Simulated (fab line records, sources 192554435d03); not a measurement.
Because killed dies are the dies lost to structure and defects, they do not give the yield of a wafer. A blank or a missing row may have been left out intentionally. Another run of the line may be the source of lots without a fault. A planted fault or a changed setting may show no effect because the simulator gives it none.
Matching of chambers | flow n5Finfet | 4 sister chambers for N5_FIN_SAQP_ETCH_57 on rieDiel-01
The step etches SiNx in CH3F/O2, target depth 32.5 nm, time 46.4 s. 18 wafers are shown with their chamber, then 9 later ones without.

== WAFERS WITH THEIR CHAMBER ==
wafer  | chamber | showerheadPlenumPTorr (Torr) | drypumpMotorCurrentA (A) | rfVppV (V)
L074.2 | 2       | 1.93                         | 5.9                      | 293
L074.3 | 3       | 2.03                         | 5.5                      | 306
L074.4 | 1       | 2.07                         | 5.6                      | 306
L078.1 | 2       | 1.93                         | 5.8                      | 295
L078.5 | 0       | 2.04                         | 5.1                      | 288
L078.6 | 3       | 2.02                         | 5.5                      | 306
L079.2 | 3       | 2.02                         | 5.5                      | 305
L079.4 | 0       | 2.04                         | 5.1                      | 290
L079.6 | 0       | 2.04                         | 5.1                      | 289
L081.1 | 2       | 1.93                         | 5.8                      | 293
L081.2 | 1       | 2.06                         | 5.5                      | 305
L081.5 | 1       | 2.06                         | 5.6                      | 306
L085.1 | 1       | 2.06                         | 5.6                      | 306
L085.4 | 0       | 2.04                         | 5.1                      | 288
L085.5 | 0       | 2.04                         | 5.1                      | 289
L086.2 | 0       | 2.04                         | 5.1                      | 288
L086.5 | 1       | 2.06                         | 5.6                      | 306
L086.6 | 2       | 1.92                         | 5.8                      | 294

SIGNATURES (means of the wafers above)
reading               | chamber 0 | chamber 1 | chamber 2 | chamber 3 | scatter within a chamber
showerheadPlenumPTorr | 2.0400    | 2.0620    | 1.9275    | 2.0233    | 0.00398
drypumpMotorCurrentA  | 5.100     | 5.580     | 5.825     | 5.500     | 0.0333
rfVppV                | 288.67    | 305.80    | 293.75    | 305.67    | 0.734
Rule: for a wafer and a chamber, the distance is found by dividing, reading by reading, the gap between the wafer's reading and the chamber's mean by the reading's scatter, squaring, summing and taking the root. If the next closest chamber is less than 2 further off than the closest, the wafer can't be placed; otherwise it belongs to the closest. The scatter: take each reading less its chamber's mean, square it, sum over the shown wafers, divide by the number of wafers less the number of chambers, and take the root.

== WAFERS WITHOUT THEIR CHAMBER ==
wafer  | showerheadPlenumPTorr (Torr) | drypumpMotorCurrentA (A) | rfVppV (V)
L088.2 | 2.02                         | 5.5                      | 305
L088.4 | 2.06                         | 5.6                      | 305
L088.6 | 2.02                         | 5.5                      | 306
L093.2 | 1.92                         | 5.8                      | 295
L093.4 | 2.01                         | 5.5                      | 306
L093.5 | 1.92                         | 5.9                      | 294
L094.1 | 2.05                         | 5.6                      | 306
L094.2 | 2.01                         | 5.6                      | 306
L094.4 | 2.03                         | 5.1                      | 288

== EACH ONE'S CHAMBER ==
wafer  | from the rows above | in truth
L088.2 | 3                   | 3
L088.4 | 1                   | 1
L088.6 | 3                   | 3
L093.2 | 2                   | 2
L093.4 | 3                   | 3
L093.5 | 2                   | 2
L094.1 | 1                   | 1
L094.2 | 3                   | 3
L094.4 | 0                   | 0
Correct placement for 9 of the 9. From these rows, 0 cannot be placed. Wrongly placed: 0.
